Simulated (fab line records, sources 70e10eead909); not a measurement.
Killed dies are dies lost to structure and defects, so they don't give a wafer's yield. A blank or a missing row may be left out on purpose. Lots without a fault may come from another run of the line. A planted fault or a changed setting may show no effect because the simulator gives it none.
A struck lot beside a sound one | flow nand_harc | 14 steps out of a route of 1159
Sound: wafers L895.2, L895.4, L895.5. Struck: wafers L888.3, L888.4, L888.5. The cause comes at the end.
At each step with rows: each side's tool, then ch and its chambers, then its first start. Under that, the readings that differ: sound wafers | struck wafers | difference of the means | sigmas: that difference in standard deviations of wafers without a fault.
alike: readings whose means differ by less than 2 such deviations, and words and numbers that are the same on both sides. not compared: withheld readings, readings that some wafer has no value for, bounds like >300 that may hide the same value, and numbers for which the record gives no deviation and whose values overlap.
The two part at a step that has a row with sigmas, a row that says differs or no value, or rows on one side only. Numbers that don't overlap but have no deviation are shown without sigmas and don't part them. A reading that every wafer of one side lacks parts them only if that side has two wafers or more.

first, 4 steps without rows for these wafers: NHARC_A_STAIRCASE_EXPOSE_06 (exposes mask STAIR); NHARC_A_STAIRCASE_PEB_07 (peb time 130 s); NHARC_A_STAIRCASE_DEVELOP_08 (time 140 s); NHARC_A_STAIRCASE_HARDBAKE_10 (time 140 s).
NHARC_A_STAIRCASE_DESCUM_11: chemistry O2, time 3 s.
  sound on rie_diel-04 ch 1,2,3, day 15 14:37; struck on rie_diel-05 ch 1,2,3, day 14 10:09
  alike: drypump_motor_current_A, oes_product_au, rf_vpp_V, showerhead_plenum_p_Torr, throttle_valve_pct
  not compared: rf_hours_counter_h
NHARC_A_STAIRCASE_TRIM_12: chemistry O2, time 211.2 s.
  sound on rie_diel-04 ch 0,1,2, day 15 14:44; struck on rie_diel-05 ch 1,2, day 14 10:15
  alike: chamber_pressure_mTorr, drypump_motor_current_A, oes_product_au, rf_vpp_V, showerhead_plenum_p_Torr, throttle_valve_pct
  not compared: rf_hours_counter_h
NHARC_A_STAIRCASE_ETCH_13: etches the open film in C4F8/O2, target depth 100 nm, time 40.5 s.
  sound on rie_diel-04 ch 0,2; struck on rie_diel-05 ch 1,2
  alike: oes_product_au, rf_vpp_V
  not compared: rf_hours_counter_h
then, 3 steps without rows for these wafers: NHARC_A_STAIRCASE_TRIM_14 (chemistry O2, time 211.2 s); NHARC_A_STAIRCASE_ETCH_15 (etches the open film in C4F8/O2, target depth 100 nm, time 40.5 s); NHARC_A_STAIRCASE_TRIM_16 (chemistry O2, time 211.2 s).
NHARC_A_STAIRCASE_ETCH_17: etches the open film in C4F8/O2, target depth 100 nm, time 40.5 s.
  sound on rie_diel-04 ch 0,2,3; struck on rie_diel-05 ch 1,2,3
  alike: oes_product_au, rf_vpp_V
  not compared: rf_hours_counter_h
NHARC_A_STAIRCASE_TRIM_18: chemistry O2, time 211.2 s.
  sound on rie_diel-04 ch 1,3, day 15 15:35; struck on rie_diel-05 ch 2,3, day 14 12:08
  no value came back on the struck wafers for any of 7 readings (bias_w (W), chamber_pressure_mTorr (mTorr) and others); on the sound wafers bias_w (W) reads 0 0 0
  not compared: rf_hours_counter_h
NHARC_A_STAIRCASE_ETCH_19: etches the open film in C4F8/O2, target depth 100 nm, time 40.5 s.
  sound on rie_diel-04 ch 0,2,3; struck on rie_diel-05 ch 1,2,3
  alike: oes_product_au, rf_vpp_V
  not compared: rf_hours_counter_h
-- the record jumps here: 12 days lie between the struck wafers' starts before and after (it left off in module A_STAIRCASE and takes up again in module END, whose first step shown is number 1159 of the route) --
NHARC_END_SORT_01:
  the record has rows for the struck wafers here (prober-02 ch 0, day 26 16:54) and none for the sound ones

WHERE THEY PART
First at NHARC_A_STAIRCASE_TRIM_18; last, within this record, at NHARC_END_SORT_01.

WHY: what the simulator had put in
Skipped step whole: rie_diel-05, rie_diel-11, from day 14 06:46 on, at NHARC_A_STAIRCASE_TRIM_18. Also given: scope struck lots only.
